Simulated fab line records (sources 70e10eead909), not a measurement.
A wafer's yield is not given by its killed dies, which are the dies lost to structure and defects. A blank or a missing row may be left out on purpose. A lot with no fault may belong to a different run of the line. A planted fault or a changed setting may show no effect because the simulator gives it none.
Which of the tools did it?    flow nand-harc    route of 1302 steps, sampled at 1 step: 24 lots, 72 wafers

## WHAT THE GAUGES READ, wafer by wafer
NHARC_A_CHANNEL_FILL_D2_INSPECT_13. Usual: raw-defect-count at 379, with a standard deviation of 110.
lot   measured      on                 raw-defect-count  flag
L074  day 15 11:55  defect-inspect-01  411 350 258       
L075  day 16 12:56  defect-inspect-01  524 460 299       
L076  day 16 17:30  defect-inspect-02  466 251 265       
L077  day 16 21:48  defect-inspect-02  441 501 277       
L079  day 17 09:07  defect-inspect-02  362 360 349       
L078  day 17 09:08  defect-inspect-01  200 222 314       
L080  day 17 15:53  defect-inspect-02  490 513 335       
L081  day 18 12:02  defect-inspect-01  302 338 395       
L082  day 18 12:03  defect-inspect-02  258 328 280       
L084  day 19 19:37  defect-inspect-01  236 375 235       
L083  day 19 19:45  defect-inspect-02  346 373 343       
L085  day 20 00:29  defect-inspect-02  457 341 283       
L086  day 20 14:09  defect-inspect-02  305 168 379       
L087  day 20 23:35  defect-inspect-02  360 329 338       
L088  day 21 15:00  defect-inspect-01  526 359 537       
L089  day 21 15:00  defect-inspect-02  233 375 314       
L091  day 22 02:50  defect-inspect-01  231 227 259       
L090  day 22 02:58  defect-inspect-01  461 370 489       
L092  day 23 04:52  defect-inspect-02  472 556 340       
L093  day 23 10:57  defect-inspect-02  423 571 590       
L094  day 23 10:58  defect-inspect-01  373 470 406       
L095  day 24 07:07  defect-inspect-01  443 397 322       
L096  day 24 20:36  defect-inspect-01  544 422 627       
L097  day 24 20:37  defect-inspect-02  453 390 406       

## TOOL THAT RAN EACH LOT (tool first, then ch and the chambers of the sampled wafers, then the start)
Before these readings, the record contains no process step.

## AS READ BY THE TOOLS THEMSELVES (means over the sampled wafers that have a number; for cases with no such wafer, the mark the record gives instead)
The record holds no such reading with a usual standard deviation.

## THE ANSWER, worked out from the rows above alone
Rule: a lot counts as off when the mean over its wafers that have a number is more than 3 standard deviations away from the usual mean. Also off: a lot with no number at a reading for which 4 or more lots have one. The other lots that the step has rows for count as sound. After the gauges, taken in route order, come the tools' own readings; for these a lot's mean is taken, as printed above. The first step at which some lot is off is used, and at that step the reading that is off furthest; a lot without a number counts as furthest.
Across all readings shown, no lot is off: no conclusion can be drawn from this.

## WHAT THE SIMULATOR HAD PUT IN
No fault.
